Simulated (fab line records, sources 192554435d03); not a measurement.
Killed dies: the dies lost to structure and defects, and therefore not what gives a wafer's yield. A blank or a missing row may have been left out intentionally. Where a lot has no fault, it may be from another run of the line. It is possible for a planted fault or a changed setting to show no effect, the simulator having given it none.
Lot-split experiment || flow n5_finfet || route with 1938 steps; 7 lots, 21 wafers read

ON THE SPLIT
At N5_FIN_SAQP_PECVD_06 (deposits a-Si from SiH4/He, target thk 60 nm, time 48.1 s), the setting time_s was moved away from the recipe's 48.1 s on 3 of the 21 wafers read, by -13.3% to +10.4%. For the rest of the wafers, this setting stayed at what the recipe calls for.

FROM THE SPLIT TO THE READING: what the file shows between them, 9 steps
- N5_FIN_SAQP_THK_MEAS_07
- N5_FIN_SAQP_DEVELOP_15: develop time 30 s (also split here: develop_time_s)
- N5_FIN_SAQP_HM_OPEN_73: chemistry CHF3/O2, target SiO2, stops on a-Si, target depth 12 nm, time 16.8 s
- N5_FIN_SAQP_STRIP_74: strips in CHF3/O2
- N5_FIN_SAQP_MANDREL_ETCH_22: etches a-Si in HBr/Cl2, stops on SiNx, target depth 60 nm, bt time 10 s, time 30 s
- N5_FIN_SAQP_STRIP_55: strips in N2/H2
- N5_FIN_SAQP_STRIP_23: strips in SPM, time 750 s
- N5_FIN_SAQP_RECESS_75: chemistry HF/NH3, target SiO2, target depth 14.4 nm, afs cycles 3, sublimation time 60 s
- N5_FIN_SAQP_SPACER1_ALD_24: deposits SiO2, target thk 20.3 nm, pulse time 1 s, purge time 2 s

THE READING
a-Si_of_FIN_SAQP_PECVD_06.thk_nm (the simulator's own value, which no gauge read), in nm, at N5_FIN_SAQP_SPACER1_ETCHBACK_25 (etches SiO2 in CHF3/O2, target depth 24.4 nm, time 12.2 s). No usual value for it is given in the file. Across the 18 wafers here that went through the recipe, the average is 58.8 nm and the standard deviation 0.87 nm.

{"wafer": "L075.1", "tool, chamber at the split": "pecvd-04, 0", "time_s as run, s": 48.1, "against the recipe": "recipe", "a-Si_of_FIN_SAQP_PECVD_06.thk_nm, nm": 59.6, "against lot-mates on the recipe": "-"}
{"wafer": "L075.2", "tool, chamber at the split": "pecvd-04, 1", "time_s as run, s": 48.1, "against the recipe": "recipe", "a-Si_of_FIN_SAQP_PECVD_06.thk_nm, nm": 58.2, "against lot-mates on the recipe": "-"}
{"wafer": "L075.5", "tool, chamber at the split": "pecvd-04, 0", "time_s as run, s": 48.1, "against the recipe": "recipe", "a-Si_of_FIN_SAQP_PECVD_06.thk_nm, nm": 60.4, "against lot-mates on the recipe": "-"}
{"wafer": "L082.1", "tool, chamber at the split": "pecvd-01, 2", "time_s as run, s": 48.1, "against the recipe": "recipe", "a-Si_of_FIN_SAQP_PECVD_06.thk_nm, nm": 58.2, "against lot-mates on the recipe": "-"}
{"wafer": "L082.2", "tool, chamber at the split": "pecvd-01, 0", "time_s as run, s": 48.1, "against the recipe": "recipe", "a-Si_of_FIN_SAQP_PECVD_06.thk_nm, nm": 58.8, "against lot-mates on the recipe": "-"}
{"wafer": "L082.4", "tool, chamber at the split": "pecvd-01, 0", "time_s as run, s": 48.1, "against the recipe": "recipe", "a-Si_of_FIN_SAQP_PECVD_06.thk_nm, nm": 59.2, "against lot-mates on the recipe": "-"}
{"wafer": "L087.3", "tool, chamber at the split": "pecvd-04, 1", "time_s as run, s": 48.1, "against the recipe": "recipe", "a-Si_of_FIN_SAQP_PECVD_06.thk_nm, nm": 57.2, "against lot-mates on the recipe": "-"}
{"wafer": "L087.5", "tool, chamber at the split": "pecvd-04, 0", "time_s as run, s": 48.1, "against the recipe": "recipe", "a-Si_of_FIN_SAQP_PECVD_06.thk_nm, nm": 59.4, "against lot-mates on the recipe": "-"}
{"wafer": "L087.6", "tool, chamber at the split": "pecvd-04, 2", "time_s as run, s": 41.72, "against the recipe": "-13.3%", "a-Si_of_FIN_SAQP_PECVD_06.thk_nm, nm": 51.4, "against lot-mates on the recipe": -6.9}
{"wafer": "L090.4", "tool, chamber at the split": "pecvd-04, 2", "time_s as run, s": 48.1, "against the recipe": "recipe", "a-Si_of_FIN_SAQP_PECVD_06.thk_nm, nm": 59.4, "against lot-mates on the recipe": "-"}
{"wafer": "L090.5", "tool, chamber at the split": "pecvd-04, 0", "time_s as run, s": 48.1, "against the recipe": "recipe", "a-Si_of_FIN_SAQP_PECVD_06.thk_nm, nm": 58.8, "against lot-mates on the recipe": "-"}
{"wafer": "L090.6", "tool, chamber at the split": "pecvd-04, 1", "time_s as run, s": 45.14, "against the recipe": "-6.2%", "a-Si_of_FIN_SAQP_PECVD_06.thk_nm, nm": 54.2, "against lot-mates on the recipe": -4.9}
{"wafer": "L091.3", "tool, chamber at the split": "pecvd-01, 1", "time_s as run, s": 53.09, "against the recipe": "+10.4%", "a-Si_of_FIN_SAQP_PECVD_06.thk_nm, nm": 63.8, "against lot-mates on the recipe": "+5.9"}
{"wafer": "L091.4", "tool, chamber at the split": "pecvd-01, 2", "time_s as run, s": 48.1, "against the recipe": "recipe", "a-Si_of_FIN_SAQP_PECVD_06.thk_nm, nm": 58.2, "against lot-mates on the recipe": "-"}
{"wafer": "L091.5", "tool, chamber at the split": "pecvd-01, 0", "time_s as run, s": 48.1, "against the recipe": "recipe", "a-Si_of_FIN_SAQP_PECVD_06.thk_nm, nm": 57.6, "against lot-mates on the recipe": "-"}
{"wafer": "L092.1", "tool, chamber at the split": "pecvd-02, 2", "time_s as run, s": 48.1, "against the recipe": "recipe", "a-Si_of_FIN_SAQP_PECVD_06.thk_nm, nm": 57.8, "against lot-mates on the recipe": "-"}
{"wafer": "L092.4", "tool, chamber at the split": "pecvd-02, 0", "time_s as run, s": 48.1, "against the recipe": "recipe", "a-Si_of_FIN_SAQP_PECVD_06.thk_nm, nm": 58.4, "against lot-mates on the recipe": "-"}
{"wafer": "L092.5", "tool, chamber at the split": "pecvd-02, 1", "time_s as run, s": 48.1, "against the recipe": "recipe", "a-Si_of_FIN_SAQP_PECVD_06.thk_nm, nm": 58.4, "against lot-mates on the recipe": "-"}
{"wafer": "L097.3", "tool, chamber at the split": "pecvd-04, 2", "time_s as run, s": 48.1, "against the recipe": "recipe", "a-Si_of_FIN_SAQP_PECVD_06.thk_nm, nm": 58.2, "against lot-mates on the recipe": "-"}
{"wafer": "L097.4", "tool, chamber at the split": "pecvd-04, 0", "time_s as run, s": 48.1, "against the recipe": "recipe", "a-Si_of_FIN_SAQP_PECVD_06.thk_nm, nm": 60.4, "against lot-mates on the recipe": "-"}
{"wafer": "L097.5", "tool, chamber at the split": "pecvd-04, 2", "time_s as run, s": 48.1, "against the recipe": "recipe", "a-Si_of_FIN_SAQP_PECVD_06.thk_nm, nm": 59.4, "against lot-mates on the recipe": "-"}

THE FIT
A straight line over all 21 wafers: a-Si_of_FIN_SAQP_PECVD_06.thk_nm changes by +0.551 nm for each +1% of time_s; r = +0.93; the points scatter about the line by 0.9 nm.
The same after taking each lot's own level away (the mean of its wafers on the recipe; 21 wafers): +0.568 nm for each +1%; r = +0.95; scatter 0.75 nm.
According to that fit, moving time_s by its largest amount changes the reading by 7.5 nm.
The span of the lots' own levels, 57.90 to 59.40 nm, comes to 1.7 times the standard deviation stated above.
Consequently the slope shifts little with the lot-to-lot level, the two slopes agreeing.
Check: with one of the wafers moved furthest among these (-13.3%) left out of the fit, the line predicts -8.44 nm for it against its lot-mates. It came out at -6.9 nm against them.

ADDITIONAL SPLITS CARRIED BY THESE WAFERS
Note: prior to the reading, these wafers also went through further splits. Each is held against what the fit with the lots' levels taken away leaves over:
{"other split on the same wafers": "N5_WELL_APT_PEB_06 peb_time_s", "wafers away from the commonest value": 6, "r with a-Si_of_FIN_SAQP_PECVD_06.thk_nm (lot level and that fit taken away)": -0.25}
{"other split on the same wafers": "N5_WELL_APT_DESCUM_13 time_s", "wafers away from the commonest value": 6, "r with a-Si_of_FIN_SAQP_PECVD_06.thk_nm (lot level and that fit taken away)": "+0.00"}
{"other split on the same wafers": "N5_FIN_SAQP_DEVELOP_15 develop_time_s", "wafers away from the commonest value": 7, "r with a-Si_of_FIN_SAQP_PECVD_06.thk_nm (lot level and that fit taken away)": "+0.27"}

THE WHOLE CHAIN: every reading that the file lists as answering this split, in the file's order
{"step": "N5_FIN_SAQP_PECVD_06", "what it does": "deposits a-Si from SiH4/He, target thk 60 nm, time 48.1 s", "reading": "a-Si_of_FIN_SAQP_PECVD_06.thk_nm (the simulator's own value, which no gauge read)", "change (the file's fit)": "+0.576 nm for each +1% of the setting", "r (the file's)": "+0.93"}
{"step": "N5_FIN_SAQP_THK_MEAS_07", "what it does": "", "reading": "thk_nm", "change (the file's fit)": "withheld for each +1% of the setting", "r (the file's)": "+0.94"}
{"step": "N5_FIN_SAQP_MANDREL_ETCH_22", "what it does": "etches a-Si in HBr/Cl2, stops on SiNx, target depth 60 nm, bt time 10 s, time 30 s", "reading": "etch.depth_nm (the simulator's own value, which no gauge read)", "change (the file's fit)": "+0.576 nm for each +1% of the setting", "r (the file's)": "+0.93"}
{"step": "N5_FIN_SAQP_SPACER1_ETCHBACK_25", "what it does": "etches SiO2 in CHF3/O2, target depth 24.4 nm, time 12.2 s", "reading": "a-Si_of_FIN_SAQP_PECVD_06.thk_nm (the simulator's own value, which no gauge read)", "change (the file's fit)": "+0.569 nm for each +1% of the setting", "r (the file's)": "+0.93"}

THE FILE'S OWN FIT
a-Si_of_FIN_SAQP_PECVD_06.thk_nm changes by +0.569 nm for each +1% of time_s, r = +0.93.
